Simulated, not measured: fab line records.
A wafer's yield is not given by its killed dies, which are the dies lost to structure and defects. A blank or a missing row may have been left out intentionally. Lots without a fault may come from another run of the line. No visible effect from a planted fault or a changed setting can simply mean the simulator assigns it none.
fab line records    flow n5_finfet
[record] lots = 4  wafers = 12  last_day = 17
route steps=1938 shown BEOL_M1@835 BEOL_M2@841 BEOL_M4@1111 PASSIVATION@1936
lots with no fault: from the same line, run without faults
start_h: start of the lot's first displayed wafer, in hours after the record's first day    wait_h: hours elapsed since this lot's preceding step    " unchanged from the row above    L1.1+2: one row covering several wafers at once    - either no value or no given start    * or withheld: withheld    < > ~ a bound
route shown NAME@n: a module of which the file shows steps, and the number in the route of the first    usual: average and standard deviation across the fault-free wafers    same: alike in all rows    chamber/n: place in a boat    sites: the reading at each site    _std_site: standard deviation of those values    _edge_site: outer sites' mean less inner sites'    radius_mm: for every site, how far away it sits from the centre of the wafer    mask NAME#n: copy n    behind: the most recent tool/chamber to have shaped the wafer    hold: why the lot went on hold/how many hours it stayed there/how the hold came to an end    device: which transistor (n, p or np) failed to switch    end of line: tests run on the same wafers once the route is complete    a step given without rows: its recipe and nothing more    killed: not the wafer's yield, but the dies lost to structure and defects at the first sort    map: per-die view of a wafer (x killed, . not killed, _ where there is no die)
set.NAME: the setting that was run; set.NAME@STEP: the one run at that earlier step    model.NAME: the simulator's own value behind a step, which no gauge read
a table for each step, a row for each wafer; lots at some steps of the route
services: a tool's chamber out of use, with start hour (start_h, from the record's first day; less than 0 if before it), hours out, and reason
[[steps]]
[step N5_BEOL_M1_PRE_CLEAN_60]
[recipe] gas = NH3/H2  time_s = 15  temp_c = *  rf_power_w = 300
[step N5_BEOL_M1_CO_CAP_55]
[recipe] material = Co  target_thk_a = 20  temp_c = 200  precursor = CCTBA/H2  pressure_torr = 30  time_s = 102.1
[step N5_BEOL_M1_PRE_CLEAN_56]
[recipe] gas = NH3  time_s = 15  temp_c = withheld  rf_power_w = 300
[step N5_BEOL_M1_DEP_57]
[recipe] material = SiCN  target_thk_a = 80  temp_c = withheld  precursor = 3MS/NH3  pressure_torr = 3  rf_w = 202  time_s = 14
[step N5_BEOL_M2_ILD_DEP_00]
[recipe] material = SiOC  target_thk_a = 790  temp_c = 350  precursor = DEMS/O2  pressure_torr = 5  rf_w = 500  time_s = 15.3
[step N5_BEOL_M2_PECVD_72]
[recipe] material = SiO2  target_thk_a = 160  temp_c = 400  precursor = TEOS/O2  pressure_torr = 5.5  rf_w = 450  teos_flow_sccm = 53.8  gas = O2  flow_sccm = 3000  time_s = 18
[step N5_BEOL_M2_HM_DEP_02]
[recipe] material = TiN  target_thk_a = 200  temp_c = 25  chamber_pressure_pa = 0.49996
[step N5_BEOL_M2_COAT_61]
[recipe] resist = SOC  temp_c = 250  time_s = 60  spin_rpm = 1500  resist_thk_nm = 60
[step N5_BEOL_M2_COAT_62]
[recipe] resist = SiARC  temp_c = 220  time_s = 60  spin_rpm = 1500  resist_thk_nm = 12
[usual] dispense_pressure_kPa = 50/4.3  exhaust_pa = 44.8/0.96  heater_power_total_W = 427.3/2.1  spin_speed_rpm = 1499.9/0.98
lot.wafer  tool            chamber  start_h  wait_h  dispense_pressure_kPa  exhaust_pa  heater_power_total_W  spin_speed_rpm  model.SiARC_of_BEOL_M2_COAT_62.thk_nm
L551.1     litho_track-02  0        162.33   -       45                     44.4        430.0                 1501.6          12
L551.2     "               0        "        "       45                     45.0        430.2                 1499.4          12
L551.4     "               0        "        "       45                     44.4        429.0                 1500.0          12
L563.2     litho_track-02  0        227.66   -       45                     45.2        424.0                 1626.9          11.6
L563.5     "               0        "        "       45                     45.6        429.5                 1627.7          11.6
L563.6     "               0        "        "       45                     45.3        425.5                 1627.4          11.6
L566.1     litho_track-02  0        246.49   -       45                     44.1        429.2                 1628.3          11.4
L566.4     "               0        "        "       45                     43.5        426.2                 1626.6          11.4
L566.6     "               0        "        "       45                     44.0        425.9                 1626.9          11.6
L569.1     litho_track-01  0        272.53   -       49                     44.2        427.5                 1498.7          12
L569.4     "               0        "        "       49                     45.6        429.8                 1498.8          12
L569.5     "               0        "        "       49                     44.0        430.2                 1498.8          12
[step N5_BEOL_M2_COAT_73]
[recipe] resist = underlayer  temp_c = 205  time_s = 60  spin_rpm = 1500  resist_thk_nm = 5
[step N5_BEOL_M2_COAT_05]
[recipe] resist = CAR-EUV  spin_rpm = 1500  resist_thk_nm = 30
[step N5_BEOL_M2_EBR_07]
[recipe] solvent = PGMEA  ebr_width_mm = 1.5
[step N5_BEOL_M2_SOFTBAKE_06]
[recipe] temp_c = 110  time_s = 60  resist = CAR-EUV
[step N5_BEOL_M2_EXPOSE_08]
[recipe] mask_id = M2  na = 0.33  source_shape = dipole  sigma_inner = 0.369  sigma_outer = 0.767  polarization = unpolarized  dose_mj = 41.25
[step N5_BEOL_M2_PEB_09]
[recipe] peb_temp_c = 100  peb_time_s = 60  resist = CAR-EUV
[step N5_BEOL_M2_DEVELOP_10]
[recipe] develop_time_s = 30  developer = TMAH  resist = CAR-EUV  rinse_liquid = surfactant_rinse  dry = air_spin  dev_temp_c = 23
[step N5_BEOL_M2_DESCUM_16]
[recipe] chemistry = O2  time_s = 7  source_power_w = 50  bias_power_w = 20  pressure_mtorr = 20  rf_frequency_hz = 2.712e+07  temp_c = 40  resist = CAR-EUV  o2_flow_sccm = 225
[step N5_BEOL_M2_ETCH_74]
[recipe] chemistry = N2/H2  target = underlayer  target_depth_a = 65  mask_material = CAR-EUV  time_s = 5.2  ion_energy_ev = 200  pressure_mtorr = 30  source_w = 840  bias_w = 150  n2_flow_sccm = 200  h2_flow_sccm = 200  ends = cleared
[step N5_BEOL_M2_ETCH_63]
[recipe] chemistry = CF4  target = SiARC  target_depth_a = 156  mask_material = CAR-EUV  time_s = 26  ion_energy_ev = 80  pressure_mtorr = 40  source_w = 545  bias_w = 36  Ar_flow_sccm = 100  cf4_flow_sccm = 100  ends = cleared
[usual] drypump_motor_current_A = 5.7/0.39  etch_rf_on_time_s = 25.9/0.61  oes_product_au = 0.66/0.073  rf_vpp_V = 183.9/1.1  showerhead_plenum_p_Torr = 2.14/0.063  throttle_valve_pct = 15.79/0.22
lot.wafer  tool         chamber  start_h  wait_h  drypump_motor_current_A  etch_rf_on_time_s  oes_product_au  rf_hours_counter_h  rf_vpp_V  showerhead_plenum_p_Torr  throttle_valve_pct  model.etch.depth_nm
L551.1     rie_diel-04  2        162.89   0.0     6.4                      26.1               0.63            179                 184.0     2.04                      15.59               12.06
L551.2     "            0        "        "       6.1                      26.2               0.67            103                 184.2     2.08                      15.62               12.03
L551.4     "            1        "        "       5.4                      24.9               0.77            50                  183.9     2.16                      15.54               12.02
L563.2     rie_diel-02  1        228.80   0.0     5.5                      25.1               0.60            218                 183.6     2.21                      15.98               11.56
L563.5     "            2        "        "       5.0                      25.7               0.60            -                   184.5     2.14                      15.83               11.55
L563.6     "            3        "        "       5.8                      24.5               0.71            -                   184.7     2.24                      15.48               11.55
L566.1     rie_diel-02  0        247.09   0.0     5.3                      24.6               0.71            68                  182.9     2.18                      15.82               11.5
L566.4     "            3        "        "       5.8                      24.1               0.70            80                  185.3     2.24                      15.48               11.5
L566.6     "            1        "        "       5.5                      24.3               0.60            -                   185.4     2.21                      16.00               11.53
L569.1     rie_diel-02  3        273.21   0.0     5.7                      25.5               0.69            90                  186.1     2.23                      15.50               12.05
L569.4     "            3        "        "       5.7                      25.4               0.69            -                   185.7     2.23                      15.50               12.03
L569.5     "            1        "        "       5.5                      25.8               0.59            -                   184.2     2.21                      16.02               12.04
[step N5_BEOL_M2_ETCH_64]
[recipe] chemistry = N2/H2  target = SOC  target_depth_a = 750  overetch_a = 225  mask_material = SiARC  temp_c = 40  time_s = 121.9  ion_energy_ev = 200  pressure_mtorr = 30  source_w = 840  bias_w = 150  n2_flow_sccm = 200  h2_flow_sccm = 200
[usual] drypump_motor_current_A = 5.7/0.39  n2_flow_sccm = 199.9/0.59  oes_product_au = 0.58/0.058  rf_vpp_V = 523.6/2.3  showerhead_plenum_p_Torr = 2.53/0.081  throttle_valve_pct = 17.95/0.2
lot.wafer  tool         chamber  start_h  wait_h  drypump_motor_current_A  n2_flow_sccm  oes_product_au  rf_hours_counter_h  rf_vpp_V  showerhead_plenum_p_Torr  throttle_valve_pct  model.SiARC_of_BEOL_M2_COAT_62.thk_nm
L551.1     rie_diel-04  2        162.92   0.0     6.4                      199.4         0.56            179                 520.6     2.44                      17.83               6.4
L551.2     "            0        "        "       6.1                      201.1         0.60            103                 522.2     2.44                      17.65               6.4
L551.4     "            1        "        "       5.4                      200.1         0.66            50                  525.1     2.58                      17.82               6
L563.2     rie_diel-02  1        228.83   0.0     5.6                      200.0         0.53            218                 525.6     2.63                      18.11               6.2
L563.5     "            2        "        "       5.0                      199.9         0.54            -                   523.2     2.51                      17.90               6
L563.6     "            3        "        "       5.8                      200.8         0.63            -                   528.0     2.67                      17.78               5.8
L566.1     rie_diel-02  0        247.12   0.0     5.3                      199.8         0.64            68                  525.3     2.58                      18.05               5.8
L566.4     "            3        "        "       5.8                      200.6         0.62            80                  527.6     2.67                      17.77               5.8
L566.6     "            1        "        "       5.6                      199.9         0.53            -                   525.0     2.62                      18.09               6
L569.1     rie_diel-02  3        273.23   0.0     5.8                      199.9         0.61            90                  528.6     2.67                      17.80               6.4
L569.4     "            3        "        "       5.7                      200.1         0.61            -                   528.4     2.67                      17.81               6.4
L569.5     "            1        "        "       5.6                      200.2         0.52            -                   525.4     2.62                      18.12               6.6
[step N5_BEOL_M2_STRIP_65]
[recipe] chemistry = N2/H2  temp_c = 40  n2_flow_sccm = 200  h2_flow_sccm = 200  rf_frequency_hz = 6e+07
[step N5_BEOL_M4_RC_MEAS_101]
[usual] DIBL_N = 36.3/1.6  DIBL_P = 36.2/2.1  IOFF_N = 0.16/0.031  IOFF_P = 0.21/0.034  ION_N = 673/11  ION_P = 461/7.4  SS_N = 71.6/0.55  SS_P = 73.3/0.66  VT_N = 251/3.2  VT_P = -251/3.5
lot.wafer  tool       chamber  start_h  wait_h  DIBL_N[mV/V]  DIBL_P[mV/V]  IOFF_N[nA/um]  IOFF_P[nA/um]  ION_N[uA/um]  ION_P[uA/um]  SS_N[mV/dec]  SS_P[mV/dec]  VT_N[mV]  VT_P[mV]
L551.1     prober-01  0        188.14   0.0     34.7          34.4          0.14           0.20           676           468           71.4          72.9          250       -250
L551.2     "          0        "        "       35.0          34.9          0.14           0.22           662           466           71.8          73.0          252       -247
L551.4     "          0        "        "       35.2          35.1          0.14           0.21           667           464           71.1          73.3          253       -247
L563.2     prober-02  0        253.97   0.2     38.2          35.8          0.18           0.23           675           459           72.0          73.5          252       -250
L563.5     "          0        "        "       37.1          35.0          0.15           0.21           674           469           71.2          73.6          250       -252
L563.6     "          0        "        "       35.9          32.7          0.13           0.17           658           452           71.4          72.9          255       -255
L566.1     prober-01  0        273.34   0.0     34.2          33.8          0.11           0.13           659           445           72.0          72.5          257       -261
L566.4     "          0        "        "       35.8          36.2          0.14           0.16           682           460           71.4          73.6          254       -259
L566.6     "          0        "        "       33.2          32.8          0.10           0.13           645           445           71.3          72.1          255       -258
L569.1     prober-01  0        297.85   0.0     35.5          35.7          0.15           0.17           680           464           71.4          72.9          250       -256
L569.4     "          0        "        "       37.2          38.6          0.20           0.23           682           467           71.6          74.1          247       -250
L569.5     "          0        "        "       38.1          39.8          0.20           0.25           686           470           72.0          74.1          247       -250
[step N5_PASSIVATION_PROBE_49]
[usual] defect_limited_yield = 91.5/1.5  killed_at_M0_to_M3 = 32/9.4  killed_at_M4_up = 12/5.1  killed_at_contacts = 11/7.4  killed_at_front_end = 41/11  killed_at_other = 3.4/2.5  killed_dies = 100/17  killed_open = 65/14  killed_short = 33/7  sort_bin_5_function = 4.9/0.96  sort_bin_6_memory = 3.1/0.7  sort_n_pass = 1080/17  sort_yield_pct = 91.5/1.5
[same] gross_dies = 1180  killed_at_back_side = 0  sort_bin_4_leakage[%] = 0  sort_bin_8_speed[%] = 0
lot.wafer  tool       chamber  start_h  wait_h  defect_limited_yield[%]  killed_at_M0_to_M3  killed_at_M4_up  killed_at_contacts  killed_at_front_end  killed_at_other  killed_dies  killed_open  killed_short  sort_bin_5_function[%]  sort_bin_6_memory[%]  sort_n_pass  sort_yield_pct[%]
L563.2     prober-02  -        351.04   0.1     92.8                     28                  7                5                   42                   3                85           51           27            3.8                     2.8                   1095         92.8
L563.5     prober-02  -        351.19   0.2     91.5                     35                  19               2                   41                   3                100          52           38            4.1                     3.1                   1080         91.5
L563.6     prober-02  -        351.24   0.3     90.9                     30                  29               11                  24                   13               107          65           41            5.4                     3.3                   1073         90.9
// killed by level:class
L563.2 FIN_SAQP:geometric_particle:open=11 BEOL_M0_SAQP:geometric_particle:open=9 HKMG_FIN:area_etch=6 STI_FIN_REVEAL:geometric_particle:open=5 GATE_CUT:geometric_particle:short=5 MOL_CONTACT_COAG:geometric_particle:open=4 BEOL_M1:geometric_particle:short=4 BEOL_M1:geometric_particle:open=4
L563.5 FIN_SAQP:geometric_particle:short=9 HKMG_FIN:area_etch=9 FIN_SAQP:geometric_particle:open=8 BEOL_M0_SAQP:geometric_particle:short=8 BEOL_M3:geometric_particle:open=7 ILD0:geometric_particle:short=5 BEOL_M0_SAQP:geometric_particle:open=5 BEOL_M1:geometric_particle:open=5
L563.6 BEOL_M4:geometric_particle:open=14 MOL_CONTACT_COAG:geometric_particle:open=9 BEOL_M0_SAQP:geometric_particle:open=6 BEOL_M1:geometric_particle:open=5 PAD_METAL:geometric_particle:short=5 FIN_SAQP:geometric_particle:short=4 GATE_CUT:geometric_particle:short=4 MIM_TOP:geometric_particle:short=4
[[services]]
tool            chamber  start_h  hours  kind
rie_diel-02     1        162.23   15.8   repair
litho_track-02  -        167.19   -      consumable_replace:filter
rie_diel-02     -        192.75   0.2    repair
rie_diel-04     0        208.52   8.1    repair
rie_diel-02     2        266.21   11.0   repair
[[key]]
[first_sign] step = N5_BEOL_M2_COAT_62  reading = spin_speed_rpm  direction = up  sigmas = 99+  usual = *  struck = *
effect none on later readings
[model_effect] step = N5_BEOL_M2_COAT_62  value = SiARC_of_BEOL_M2_COAT_62.thk_nm  without = 12  struck = 11.53
[model_effect] step = N5_BEOL_M2_ETCH_63  value = etch.depth_nm  without = 12.01  struck = 11.53
[model_effect] step = N5_BEOL_M2_ETCH_64  value = SiARC_of_BEOL_M2_COAT_62.thk_nm  without = 6.4  struck = 5.933
met_at N5_BEOL_M2_COAT_62
struck_wafers L563.2,L563.5,L563.6,L566.1,L566.4,L566.6
onset_between 162.33 227.66
[fault] kind = process_parameter_drift  tool = litho_track-02  chamber = -  onset_h = 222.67  steps = N5_BEOL_M2_COAT_62  channel = spin_rpm  offset = *  shape = step  end_h = 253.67  acts_in = *  stated = *
